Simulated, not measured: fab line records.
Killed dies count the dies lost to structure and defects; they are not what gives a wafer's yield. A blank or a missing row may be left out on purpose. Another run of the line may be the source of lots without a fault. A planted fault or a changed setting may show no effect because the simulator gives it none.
Which tool is to blame? | flow nand_harc | 12 lots, 36 wafers sampled, at 2 steps of a route of 1159

## WHAT THE GAUGES SHOWED, per wafer
NHARC_A_CHANNEL_HOLE_D1_OVL_MEAS_11.
lot  | measured     | on         | overlay_x_nm (nm)
L076 | day 8 19:52  | overlay-02 | -0.1 0.2 0.8
L078 | day 8 23:47  | overlay-02 | -0.6 -0.2 -0.6
L079 | day 9 17:41  | overlay-02 | 1.6 1.7 1.2
L081 | day 10 04:11 | overlay-02 | 0.4 0.3 0.3
L083 | day 10 11:24 | overlay-01 | -0.5 -1.0 -0.7
L085 | day 11 09:58 | overlay-02 | 1.2 1.3 1.1
L086 | day 11 12:05 | overlay-02 | 0.1 0.7 1.2
L088 | day 12 02:47 | overlay-02 | -0.4 -0.8 -0.1
L092 | day 12 19:51 | overlay-02 | -0.7 -0.5 -0.3
L093 | day 13 06:10 | overlay-01 | 0.8 0.3 -0.7
L095 | day 13 07:56 | overlay-02 | -0.8 -1.5 -1.3
L097 | day 14 03:27 | overlay-02 | -1.8 -1.6 -1.5

## TOOL THAT RAN EACH LOT (tool first, then ch and the chambers of the sampled wafers, then the start)
lot  | NHARC_A_CHANNEL_HOLE_D1_DEP_01
L076 | pecvd-03 ch 1,2, day 8 19:11
L078 | pecvd-03 ch 0,2, day 8 23:01
L079 | pecvd-01 ch 0,1, day 9 17:00
L081 | pecvd-03 ch 0,1,2, day 10 03:35
L083 | pecvd-03 ch 1,2, day 10 10:37
L085 | pecvd-02 ch 0,1,2, day 11 09:11
L086 | pecvd-01 ch 0,1,2, day 11 11:17
L088 | pecvd-01 ch 0,1, day 12 01:59
L092 | pecvd-01 ch 0,1,2, day 12 19:04
L093 | pecvd-01 ch 0,1, day 13 05:22
L095 | pecvd-01 ch 0,1, day 13 07:16
L097 | pecvd-01 ch 0,2, day 14 02:47
- NHARC_A_CHANNEL_HOLE_D1_DEP_01: deposits SiON, target thk 140 nm.

## THE ANSWER, worked out from the rows above alone
Rule: usual is defined by the lots themselves. Put in order of their means at a reading, lots are off if they are a third of the lots or fewer, leave a main group of 4 or more, and stand apart from it by a gap of 3 or more times the standard deviation of the main group's means; of several such gaps the widest counts. If all means in a main group match to the digits the tables above print for the reading, that group is not used. Also off: a lot with no number at a reading for which 4 or more lots have one. All remaining lots with rows at the step are treated as sound.
No lot is off on any of the readings shown, so nothing can be concluded from this.

## WHAT THE SIMULATOR HAD INSERTED
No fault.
